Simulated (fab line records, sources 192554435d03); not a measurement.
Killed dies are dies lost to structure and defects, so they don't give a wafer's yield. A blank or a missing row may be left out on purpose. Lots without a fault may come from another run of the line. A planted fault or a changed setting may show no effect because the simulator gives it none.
Which tool did it? | flow n5_finfet | 7 lots, 20 wafers sampled, at 7 steps of a route of 1938

WHAT THE GAUGES READ, wafer by wafer
N5_BEOL_M4_CD_MEAS_18: pitch 36 nm, target cd 18 nm.
lot  | measured     | on        | cd_nm (nm)
L354 | day 10 17:50 | cd_sem-01 | 17.1 18.0 17.6
L355 | day 11 07:14 | cd_sem-03 | 17.8 16.9
L357 | day 11 11:40 | cd_sem-02 | 18.6 17.1 18.3
L362 | day 13 12:17 | cd_sem-01 | 18.2 17.0 17.5
L364 | day 13 13:26 | cd_sem-01 | 18.1 17.8 18.8
L367 | day 14 04:05 | cd_sem-03 | - - -
L369 | day 14 17:07 | cd_sem-02 | - - -

WHICH TOOL RAN EACH LOT (tool, then ch and the chambers of the sampled wafers, then the start)
lot  | N5_BEOL_M3_ANNEAL_93         | N5_BEOL_M3_ANNEAL_95         | N5_BEOL_M4_ETCH_74                 | N5_BEOL_M4_ETCH_63                 | N5_BEOL_M4_ETCH_64                 | N5_BEOL_M4_HM_OPEN_17
L354 | pvd_sputter-02, day 10 14:05 | pvd_sputter-02, day 10 14:19 | rie_diel-01 ch 2,3, day 10 17:16   | rie_diel-01 ch 2,3, day 10 17:17   | rie_diel-01 ch 2,3, day 10 17:19   | rie_metal-02 ch 0,1, day 10 17:40
L355 | pvd_sputter-01, day 11 04:17 | pvd_sputter-01, day 11 04:30 | rie_diel-04 ch 0,2, day 11 06:50   | rie_diel-04 ch 0,2, day 11 06:52   | rie_diel-04 ch 0,2, day 11 06:56   | rie_metal-01 ch 0, day 11 07:05
L357 | pvd_sputter-01, day 11 06:07 | pvd_sputter-01, day 11 06:20 | rie_diel-04 ch 0,2,3, day 11 11:11 | rie_diel-04 ch 0,2,3, day 11 11:13 | rie_diel-04 ch 0,2,3, day 11 11:14 | rie_metal-01 ch 0,1, day 11 11:29
L362 | pvd_sputter-02, day 13 06:05 | pvd_sputter-02, day 13 06:18 | rie_diel-01 ch 2,3, day 13 11:07   | rie_diel-01 ch 2,3, day 13 11:08   | rie_diel-01 ch 2,3, day 13 11:09   | rie_metal-03 ch 0,1, day 13 12:05
L364 | pvd_sputter-01, day 13 09:13 | pvd_sputter-01, day 13 09:26 | rie_diel-05 ch 1,2, day 13 12:17   | rie_diel-05 ch 1,2, day 13 12:18   | rie_diel-05 ch 1,2, day 13 12:20   | rie_metal-01 ch 0,1, day 13 13:11
L367 | pvd_sputter-02, day 13 23:04 | pvd_sputter-02, day 13 23:17 | rie_diel-01 ch 0,1,2, day 14 02:16 | rie_diel-01 ch 0,1,2, day 14 02:17 | rie_diel-01 ch 0,1,2, day 14 02:19 | rie_metal-01 ch 0,1, day 14 03:56
L369 | pvd_sputter-03, day 14 13:32 | pvd_sputter-03, day 14 13:46 | rie_diel-01 ch 0,1,2, day 14 16:43 | rie_diel-01 ch 0,1,2, day 14 16:44 | rie_diel-01 ch 0,1,2, day 14 16:46 | rie_metal-01 ch 0,1, day 14 16:56
- N5_BEOL_M3_ANNEAL_93: time 240 s.
- N5_BEOL_M3_ANNEAL_95: time 240 s.
- N5_BEOL_M4_ETCH_74: etches underlayer in N2/H2, target depth 6.5 nm, time 5.2 s.
- N5_BEOL_M4_ETCH_63: etches SiARC in CF4, target depth 15.6 nm, time 26 s.
- N5_BEOL_M4_ETCH_64: etches SOC in N2/H2, target depth 75 nm, overetch 22.5 nm, time 121.9 s.
- N5_BEOL_M4_HM_OPEN_17: chemistry Cl2/BCl3, target TiN, target depth 20 nm, overetch 6 nm.

THE ANSWER, worked out from the rows above alone
Rule: what is usual is taken from the lots themselves. Put in order of their means at a reading, lots are off if they are a third of the lots or fewer, leave a main group of 4 or more, and stand apart from it by a gap of 3 or more times the standard deviation of the main group's means; of several such gaps the widest counts. A main group whose means are all the same, to the digits that the tables above print for the reading, isn't used. A lot without any number at a reading at which 4 lots or more have one is off too. The other lots that the step has rows for count as sound.
Off: L367, L369, at N5_BEOL_M4_CD_MEAS_18 (cd_nm). Without a number there: L367, L369. The main group: mean 17.7 nm, standard deviation 0.32.
A tool fits if, at a process step before that reading, it ran every lot that is off, and no sound lot after the first of them. The gauges at N5_BEOL_M4_CD_MEAS_18 are tried like those tools. Can't be told from this: 2 tools fit, rie_diel-01 at N5_BEOL_M4_ETCH_74 and N5_BEOL_M4_ETCH_63 and N5_BEOL_M4_ETCH_64, rie_metal-01 at N5_BEOL_M4_HM_OPEN_17.

WHAT THE SIMULATOR HAD PUT IN
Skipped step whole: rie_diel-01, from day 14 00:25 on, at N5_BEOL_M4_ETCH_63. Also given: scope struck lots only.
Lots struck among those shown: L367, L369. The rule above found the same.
